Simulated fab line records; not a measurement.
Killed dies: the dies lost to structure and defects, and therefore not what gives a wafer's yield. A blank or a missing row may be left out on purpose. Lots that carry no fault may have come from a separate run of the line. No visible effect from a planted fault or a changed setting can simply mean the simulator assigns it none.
Which tool was responsible? || flow n5_finfet || 30 wafers sampled from 10 lots at 1 step of a route of 1938

WHAT EACH GAUGE READ, for each wafer
N5_MOL_CONTACT_COAG_INSPECT_57: inspects for defects (brightfield).
{"lot": "L075", "measured": "day 5 11:43", "on": "defect_inspect-01", "raw_defect_count": "275 257 231"}
{"lot": "L077", "measured": "day 5 20:47", "on": "defect_inspect-01", "raw_defect_count": "124 157 177"}
{"lot": "L079", "measured": "day 6 10:02", "on": "defect_inspect-02", "raw_defect_count": "361 170 192"}
{"lot": "L081", "measured": "day 7 00:59", "on": "defect_inspect-02", "raw_defect_count": "151 169 171"}
{"lot": "L083", "measured": "day 7 14:47", "on": "defect_inspect-02", "raw_defect_count": "120 138 257"}
{"lot": "L086", "measured": "day 8 06:24", "on": "defect_inspect-01", "raw_defect_count": "187 174 248"}
{"lot": "L089", "measured": "day 9 02:53", "on": "defect_inspect-01", "raw_defect_count": "199 160 176"}
{"lot": "L091", "measured": "day 9 08:26", "on": "defect_inspect-02", "raw_defect_count": "156 171 228"}
{"lot": "L093", "measured": "day 10 00:03", "on": "defect_inspect-01", "raw_defect_count": "329 145 187"}
{"lot": "L095", "measured": "day 10 06:34", "on": "defect_inspect-01", "raw_defect_count": "184 111 219"}

EACH LOT AND THE TOOL THAT RAN IT (in order: tool; ch and the chambers of the sampled wafers; start)
There is no process step in the record ahead of these readings.

THE ANSWER, worked out from the rows above alone
Rule: what is usual is taken from the lots themselves. The widest of any qualifying gaps counts: lots, ordered by their means at a reading, are off when they make up no more than a third of the lots, leave a main group of 4 or more, and stand apart from it by 3 or more times the standard deviation of that group's means. A main group whose means are all the same, to the digits that the tables above print for the reading, isn't used. Also off: a lot with no number at a reading for which 4 or more lots have one. The other lots that the step has rows for count as sound.
None of the lots is off at any reading shown; this tells nothing.

WHAT WAS PUT IN BY THE SIMULATOR
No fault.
